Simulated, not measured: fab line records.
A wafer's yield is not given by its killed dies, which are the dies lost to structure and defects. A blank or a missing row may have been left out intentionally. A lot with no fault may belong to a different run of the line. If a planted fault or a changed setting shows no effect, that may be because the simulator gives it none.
Lot-split experiment | flow n5-finfet | route with 1938 steps; 7 lots, 21 wafers read

== THE SPLIT ==
At N5_BEOL_M8_PECVD_70 (deposits SiO2 from TEOS/O2, target thk 20 nm, time 22.7 s), the setting temp-c was moved away from the recipe's 400 C on 5 of the 21 wafers read, by -4.4% to +1.2%. This setting was run at the recipe's value on the other wafers.

The split's own step is where the reading is taken.

== THE READING ==
SiO2_of_BEOL_M8_PECVD_70.thk-nm (the simulator's own value, which no gauge read), in nm, at N5_BEOL_M8_PECVD_70 (deposits SiO2 from TEOS/O2, target thk 20 nm, time 22.7 s). There is no usual value for it anywhere in the file. Across the 16 wafers here that went through the recipe, the average is 19.9 nm and the standard deviation 0.27 nm.

wafer  | tool, chamber at the split | temp-c as run, C | against the recipe | SiO2_of_BEOL_M8_PECVD_70.thk-nm, nm | against lot-mates on the recipe
L077.1 | pecvd-01, 1                | 400              | recipe             | 20.2                                | -
L077.2 | pecvd-01, 2                | 400              | recipe             | 19.4                                | -
L077.4 | pecvd-01, 2                | 400              | recipe             | 20                                  | -
L079.1 | pecvd-02, 0,2              | 400              | recipe             | 19.8                                | -
L079.3 | pecvd-02, 0,2              | 400              | recipe             | 19.8                                | -
L079.4 | pecvd-02, 2                | 400              | recipe             | 20.2                                | -
L087.1 | pecvd-01, 0                | 400              | recipe             | 19.8                                | -
L087.2 | pecvd-01, 2                | 400              | recipe             | 19.4                                | -
L087.4 | pecvd-01, 2                | 382.3            | -4.4%              | 22                                  | +2.4
L089.2 | pecvd-04, 1,0              | 400              | recipe             | 19.8                                | -
L089.3 | pecvd-04, 1,0              | 400              | recipe             | 19.8                                | -
L089.6 | pecvd-04, 2                | 404.7            | +1.2%              | 19.2                                | -0.6
L093.3 | pecvd-04, 0                | 400              | recipe             | 19.8                                | -
L093.5 | pecvd-04, 1                | 400              | recipe             | 20                                  | -
L093.6 | pecvd-04, 0                | 400              | recipe             | 20.2                                | -
L092.2 | pecvd-01, 1                | 400              | recipe             | 20                                  | -
L092.4 | pecvd-01, 2                | 395.2            | -1.2%              | 20.6                                | +0.6
L092.5 | pecvd-01, 0                | 395.2            | -1.2%              | 20.8                                | +0.8
L096.3 | pecvd-01, 0                | 385.7            | -3.6%              | 21.4                                | +1.1
L096.4 | pecvd-01, 1                | 400              | recipe             | 20.4                                | -
L096.6 | pecvd-01, 2                | 400              | recipe             | 20.2                                | -
If several chambers appear in one row, that row covers several wafers at once and the file leaves open which wafer was in which chamber.

THE FIT
A straight line over all 21 wafers: SiO2_of_BEOL_M8_PECVD_70.thk-nm changes by -0.468 nm for each +1% of temp-c; r = -0.92; the points scatter about the line by 0.27 nm.
The same after taking each lot's own level away (the mean of its wafers on the recipe; 21 wafers): -0.462 nm for each +1%; r = -0.93; scatter 0.24 nm.
Per that fit: largest temp-c move, reading shift of 2 nm.
Measured against the standard deviation above, the lots' own levels, which go from 19.60 to 20.30 nm, span 2.6 times it.
The two slopes are in agreement: the lot-to-lot level therefore moves the slope only a little.
Check: for one of the wafers moved furthest among these (-4.4%), held out of the fit, the line's prediction against its lot-mates is +1.64 nm. It came out at +2.4 nm against them.

== OTHER SPLITS ON THESE WAFERS ==
Before the reading, these wafers also passed through other splits. Each is held against what the fit with the lots' levels taken away leaves over:
other split on the same wafers   | wafers away from the commonest value | r with SiO2_of_BEOL_M8_PECVD_70.thk-nm (lot level and that fit taken away)
N5_BEOL_M4_ILD_DEP_00 time-s     | 8                                    | +0.02
N5_BEOL_M4_COAT_62 spin-rpm      | 6                                    | -0.31
N5_BEOL_M4_TRENCH_ETCH_37 bias-w | 6                                    | -0.06
N5_BEOL_M5_COAT_74 spin-rpm      | 6                                    | -0.01
N5_BEOL_M5_COAT_22 spin-rpm      | 7                                    | +0.19
N5_BEOL_M6_ILD_DEP_00 time-s     | 8                                    | +0.33
N5_BEOL_M6_PECVD_70 time-s       | 7                                    | -0.37
N5_BEOL_M7_COAT_71 spin-rpm      | 6                                    | +0.31
N5_BEOL_M7_DESCUM_33 time-s      | 7                                    | +0.04

== FILE'S OWN FIT ==
SiO2_of_BEOL_M8_PECVD_70.thk-nm changes by -0.458 nm for each +1% of temp-c, r = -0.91.
